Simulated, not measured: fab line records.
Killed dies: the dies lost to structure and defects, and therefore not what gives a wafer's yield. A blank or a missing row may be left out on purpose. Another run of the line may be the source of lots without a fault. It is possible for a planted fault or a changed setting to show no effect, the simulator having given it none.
Struck lot and sound lot, side by side    flow nandHarc    41 steps out of a route of 1159
Sound: these wafers, L248.2, L248.4, L248.6. Struck: wafer L257.3. (L257.1, L257.2 of the same lot were not struck and are left out.) The cause comes at the end.
Each step with rows lists, per side, the tool, then ch with its chambers, then its first start. Under that, the readings that differ: sound wafers    struck wafers    difference of the means    sigmas: that difference in standard deviations of wafers without a fault.
alike: a reading whose means differ by less than 2 such deviations, as well as words and numbers matching on both sides. not compared: withheld readings; readings where some wafer has no value; bounds like >300 that might hide an equal value; numbers whose values overlap and for which the record gives no deviation.
The two part at a step that has a row with sigmas, a row that says differs or no value, or rows on one side only. Non-overlapping numbers with no deviation appear without sigmas and do not part them. A reading that every wafer of one side lacks parts them only if that side has two wafers or more.

first, 4 steps without rows for these wafers: NHARC_THIN_TSV_HARDBAKE_13 (time 80 s); NHARC_THIN_TSV_DESCUM_14 (chemistry O2, time 3 s); NHARC_THIN_TSV_ETCH_44 (etches the open film in CF4/O2, target depth 1594.2 nm, time 797.1 s); NHARC_THIN_TSV_ETCH_15 (target depth 3000 nm, bosch target overetch cycles 2, bosch etch step 2.8 s).
NHARC_THIN_TSV_CD_MEAS_16:
  sound on cdSem-02 at day 19 00:59; struck on cdSem-02 at day 21 12:17
  alike: cdNm
then, 5 steps without rows for these wafers: NHARC_THIN_TSV_STRIP_45 (strips in O2); NHARC_THIN_TSV_STRIP_46 (strips in post etch residue remover, time 1200 s); NHARC_THIN_TSV_DEP_47 (deposits SiO2, target thk 200 nm); NHARC_THIN_TSV_ETCHBACK_48 (etches the open film in C4F8/Ar, target depth 1028.5 nm, time 405.17 s); NHARC_THIN_TSV_STRIP_62 (strips in N2/H2, time 20 s).
NHARC_THIN_TSV_DEGAS_49: time 120 s.
  sound on pvdSputter-02 at day 19 02:49; struck on pvdSputter-02 at day 21 14:05
  alike: heaterPowerW
then, 1 step without rows for these wafers: NHARC_THIN_TSV_PRE_CLEAN_50 (time 30 s).
NHARC_THIN_TSV_PVD_19: deposits TaN, target thk 20 nm.
  sound on pvdSputter-02 at day 19 02:58; struck on pvdSputter-02 at day 21 14:15
  alike: throttleValvePct
NHARC_THIN_TSV_PVD_51: deposits Cu, target thk 100 nm.
  sound on pvdSputter-02; struck on pvdSputter-02
  alike: throttleValvePct
then, 4 steps without rows for these wafers: NHARC_THIN_TSV_ECD_20 (material Cu, target thk 2000 nm); NHARC_THIN_TSV_ANNEAL_52 (time 90 s); NHARC_THIN_TSV_CMP_21 (polishes, t overpolish 30 s, target thk 2000 nm); NHARC_THIN_TSV_SRD_23.
NHARC_THIN_TSV_DEGAS_53: time 60 s.
  sound on pvdSputter-03 at day 19 04:47; struck on pvdSputter-01 at day 21 16:07
  alike: heaterPowerW
NHARC_THIN_TSV_PRE_CLEAN_54: time 30 s.
  sound on pvdSputter-03 at day 19 04:52; struck on pvdSputter-01 at day 21 16:10
reading           sound        struck  difference  sigmas
heaterPowerW (W)  447 447 441  348     -97         -2
then, 10 steps without rows for these wafers: NHARC_THIN_TSV_PVD_55 (deposits TiN, target thk 50 nm); NHARC_THIN_TSV_PVD_24 (deposits Al, target thk 800 nm); NHARC_THIN_TSV_DEHYDRATE_25 (time 120 s); NHARC_THIN_TSV_HMDS_26 (time 30 s); NHARC_THIN_TSV_COAT_27; NHARC_THIN_TSV_SOFTBAKE_28 (time 95 s); NHARC_THIN_TSV_EBR_29; NHARC_THIN_TSV_EXPOSE_30 (exposes mask PAD); NHARC_THIN_TSV_PEB_31 (peb time 85 s); NHARC_THIN_TSV_DEVELOP_32 (time 70 s).
NHARC_THIN_TSV_CD_MEAS_33 targets a cd of 5000 nm.
  sound on cdSem-02 ch 0, day 19 05:48; struck on cdSem-01 ch 0, day 21 17:07
  alike: cdNm
then, 4 steps without rows for these wafers: NHARC_THIN_TSV_HARDBAKE_34 (time 80 s); NHARC_THIN_TSV_DESCUM_35 (chemistry O2, time 3 s); NHARC_THIN_TSV_ETCH_59 (etches the open film in Cl2/BCl3, target depth 880 nm, time 138.1 s); NHARC_THIN_TSV_ETCH_36 (etches the open film in Cl2/BCl3, target depth 65 nm, time 18.571 s).
NHARC_THIN_TSV_STRIP_56: strips in O2.
  sound on plasmaAsher-02 ch 0,1, day 19 06:31; struck on plasmaAsher-01 ch 0, day 21 17:47
  alike: drypumpMotorCurrentA, heaterPowerW, rfReflPowerW
  not compared: rfHoursCounterH
then, 1 step without rows for these wafers: NHARC_THIN_TSV_STRIP_57 (strips in post etch residue remover, time 1200 s).
NHARC_THIN_TSV_CD_MEAS_37:
  sound on cdSem-01 at day 19 07:16; struck on cdSem-03 at day 21 18:35
  alike: cdNm
then, 1 step without rows for these wafers: NHARC_THIN_TSV_ANNEAL_58 (time 1800 s).
NHARC_END_WLT_00:
  sound on prober-01 at day 19 14:02; struck on prober-01 at day 22 06:38
reading                            sound              struck  difference  sigmas
VT_DECK1_MEDIAN_NEAR_BOTTOM        0.877 0.882 0.888  0.867   -0.015      -2
VT_DECK1_MEDIAN_NEAR_BOTTOM_INNER  0.885 0.880 0.882  0.864   -0.018      -3
VT_DECK1_TOP                       0.903 0.909 0.904  0.892   -0.013      -2
  alike: VT_DECK1_BOTTOM, VT_DECK1_BOTTOM_INNER, VT_DECK1_MIDDLE, VT_DECK1_MIDDLE_INNER, VT_DECK1_TOP_INNER
NHARC_END_SORT_01:
  sound on prober-01 ch 0, day 19 17:19; struck on prober-01 ch 0, day 22 11:11
reading                 sound           struck  difference  sigmas
defectLimitedYield (%)  95.6 94.2 95.1  91.6    -3.4        -2
killedAtOther           1 1 0           27      +26         +24
killedDies              30 39 33        57      +23         +2
sort_bin_2_pct (%)      1.2 2.2 1.0     3.5     +2.0        +3
sort_bin_3_pct (%)      0.15 0.44 0     1.48    +1.28       +7
sortNPass               647 638 644     620     -23         -2
sortRimYieldPct (%)     97.2 93.4 96.2  83.0    -12.6       -5
sortYieldPct (%)        95.6 94.2 95.1  91.6    -3.4        -2
  alike: killedAtArray, killedAtPeriphery, killedOpen, killedShort, sort_bin_4_pct

## WHERE THEY PART
At NHARC_THIN_TSV_PRE_CLEAN_54 first; at NHARC_END_SORT_01 last (within this record only).

WHY: the cause the simulator had injected
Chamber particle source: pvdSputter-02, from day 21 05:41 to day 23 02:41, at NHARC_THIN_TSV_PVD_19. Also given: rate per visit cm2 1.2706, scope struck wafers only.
